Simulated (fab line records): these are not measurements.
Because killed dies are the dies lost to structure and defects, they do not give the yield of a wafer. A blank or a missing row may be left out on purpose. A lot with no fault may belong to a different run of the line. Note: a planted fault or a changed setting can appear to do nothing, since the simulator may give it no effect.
Which tool did it?    flow n5 finfet    Sampling: 12 lots, 36 wafers, 3 of 1938 route steps

WHAT THE GAUGES READ, wafer by wafer
N5_BEOL_M15_CD_MEAS_10 targets a cd of 360 nm.
lot   measured      on         cd nm (nm)
L074  day 11 08:22  cd sem-02  359.9 360.3 361.4
L075  day 11 20:23  cd sem-01  360.2 360.0 360.5
L079  day 12 12:15  cd sem-03  360.8 361.5 361.2
L082  day 13 06:38  cd sem-01  358.8 360.5 357.6
L084  day 13 21:48  cd sem-01  359.2 358.8 359.4
L086  day 14 06:20  cd sem-02  363.1 361.2 361.0
L088  day 14 15:20  cd sem-03  359.6 360.6 361.4
L089  day 15 07:08  cd sem-02  359.3 357.9 359.0
L091  day 15 20:41  cd sem-02  364.1 363.9 364.9
L093  day 16 14:46  cd sem-03  359.2 359.7 360.8
L094  day 17 00:58  cd sem-02  357.4 358.4 358.9
L097  day 17 17:00  cd sem-01  361.4 358.9 361.3

EACH LOT AND THE TOOL THAT RAN IT (in order: tool; ch and the chambers of the sampled wafers; start)
lot   N5_BEOL_M14_DESCUM_33               N5_BEOL_M14_SPUTTER_45
L074  rie diel-03 ch 1,2, day 11 02:46    pvd sputter-01, day 11 06:35
L075  rie diel-06 ch 0,1,3, day 11 11:57  pvd sputter-01, day 11 18:35
L079  rie diel-06 ch 0,1,3, day 12 06:01  pvd sputter-02, day 12 10:36
L082  rie diel-03 ch 2,3, day 13 01:07    pvd sputter-02, day 13 04:53
L084  rie diel-03 ch 1,3, day 13 16:04    pvd sputter-02, day 13 20:02
L086  rie diel-01 ch 1,2, day 14 00:06    pvd sputter-02, day 14 04:14
L088  rie diel-01 ch 0,1,2, day 14 09:50  pvd sputter-01, day 14 13:41
L089  rie diel-01 ch 0,1,3, day 15 00:53  pvd sputter-01, day 15 05:30
L091  rie diel-06 ch 0,1,2, day 15 16:57  pvd sputter-02, day 15 18:47
L093  rie diel-03 ch 1,2, day 16 09:04    pvd sputter-01, day 16 13:00
L094  rie diel-03 ch 1,3, day 16 19:35    pvd sputter-01, day 16 23:10
L097  rie diel-03 ch 0,1,3, day 17 12:59  pvd sputter-02, day 17 15:10
- N5_BEOL_M14_DESCUM_33: chemistry O2, time 7.9 s.
- N5_BEOL_M14_SPUTTER_45: material Cu, target thk 100 nm, time 16.67 s.

THE ANSWER, worked out from the rows above alone
Rule: the usual values come from the lots themselves. Put in order of their means at a reading, lots are off if they are a third of the lots or fewer, leave a main group of 4 or more, and stand apart from it by a gap of 3 or more times the standard deviation of the main group's means; of several such gaps the widest counts. If all means in a main group match to the digits the tables above print for the reading, that group is not used. Also off: a lot with no number at a reading for which 4 or more lots have one. Any other lot the step has rows for is counted as sound.
No lot is off on any of the readings shown, so nothing can be concluded from this.

WHAT WAS PUT IN BY THE SIMULATOR
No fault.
